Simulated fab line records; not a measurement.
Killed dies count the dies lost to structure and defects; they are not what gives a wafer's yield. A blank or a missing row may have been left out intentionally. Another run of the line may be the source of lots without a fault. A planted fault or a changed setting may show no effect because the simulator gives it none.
Matching of chambers | flow n5Finfet | N5_BEOL_M4_ETCH_69 on rieDiel-04: 4 sister chambers
The step etches SiARC in CF4, target depth 15.6 nm, time 26 s. 22 wafers are shown with their chamber, then 11 later ones without.

== EACH WAFER AND ITS CHAMBER ==
wafer  | chamber | showerheadPlenumPTorr (Torr) | drypumpMotorCurrentA (A) | throttleValvePct (%)
L075.4 | 1       | 2.18                         | 5.5                      | 15.58
L075.5 | 1       | 2.18                         | 5.4                      | 15.58
L075.6 | 0       | 2.06                         | 5.9                      | 15.49
L079.1 | 1       | 2.17                         | 5.4                      | 15.59
L079.2 | 2       | 2.09                         | 5.4                      | 15.29
L079.6 | 2       | 2.09                         | 5.4                      | 15.29
L080.1 | 2       | 2.09                         | 5.4                      | 15.29
L080.3 | 1       | 2.17                         | 5.4                      | 15.61
L080.4 | 0       | 2.06                         | 5.9                      | 15.53
L081.1 | 2       | 2.09                         | 5.3                      | 15.28
L081.3 | 1       | 2.17                         | 5.4                      | 15.63
L081.6 | 2       | 2.09                         | 5.3                      | 15.32
L083.1 | 3       | 2.10                         | 6.0                      | 15.34
L083.4 | 1       | 2.17                         | 5.4                      | 15.62
L083.5 | 3       | 2.10                         | 6.1                      | 15.35
L086.2 | 0       | 2.05                         | 5.9                      | 15.54
L086.3 | 1       | 2.17                         | 5.4                      | 15.62
L086.6 | 0       | 2.05                         | 5.9                      | 15.56
L087.3 | 0       | 2.05                         | 5.9                      | 15.55
L087.5 | 3       | 2.10                         | 6.0                      | 15.37
L087.6 | 0       | 2.05                         | 5.9                      | 15.55
L089.1 | 0       | 2.05                         | 5.9                      | 15.55

SIGNATURES (averages over the wafers above)
reading               | chamber 0 | chamber 1 | chamber 2 | chamber 3 | scatter within a chamber
showerheadPlenumPTorr | 2.0529    | 2.1729    | 2.0900    | 2.1000    | 0.00398
drypumpMotorCurrentA  | 5.900     | 5.414     | 5.360     | 6.033     | 0.0389
throttleValvePct      | 15.5386   | 15.6043   | 15.2940   | 15.3533   | 0.0201
Rule: a wafer's distance from a chamber is the root of the sum, over the readings, of the square of ((its reading less the chamber's mean) divided by the reading's scatter). If the next closest chamber is less than 2 further off than the closest, the wafer can't be placed; otherwise it belongs to the closest. The scatter is the square root of a quotient: the sum, over the shown wafers, of each reading's squared deviation from its chamber's mean, divided by wafers minus chambers.

== WAFERS WITHOUT THEIR CHAMBER ==
wafer  | showerheadPlenumPTorr (Torr) | drypumpMotorCurrentA (A) | throttleValvePct (%)
L089.2 | 2.10                         | 6.0                      | 15.36
L089.3 | 2.09                         | 5.4                      | 15.32
L091.2 | 2.05                         | 5.9                      | 15.58
L091.5 | 2.05                         | 5.9                      | 15.56
L091.6 | 2.10                         | 6.0                      | 15.39
L093.2 | 2.08                         | 5.4                      | 15.34
L093.3 | 2.05                         | 5.9                      | 15.59
L093.4 | 2.16                         | 5.4                      | 15.66
L097.2 | 2.08                         | 5.3                      | 15.36
L097.4 | 2.05                         | 6.0                      | 15.62
L097.6 | 2.08                         | 5.3                      | 15.35

== EACH ONE'S CHAMBER ==
wafer  | from the rows above | in truth
L089.2 | 3                   | 3
L089.3 | 2                   | 2
L091.2 | 0                   | 0
L091.5 | 0                   | 0
L091.6 | 3                   | 3
L093.2 | 2                   | 2
L093.3 | 0                   | 0
L093.4 | 1                   | 1
L097.2 | 2                   | 2
L097.4 | 0                   | 0
L097.6 | 2                   | 2
Placed correctly: 11 of 11. Left unplaced by these rows: 0. Wrongly placed: 0.
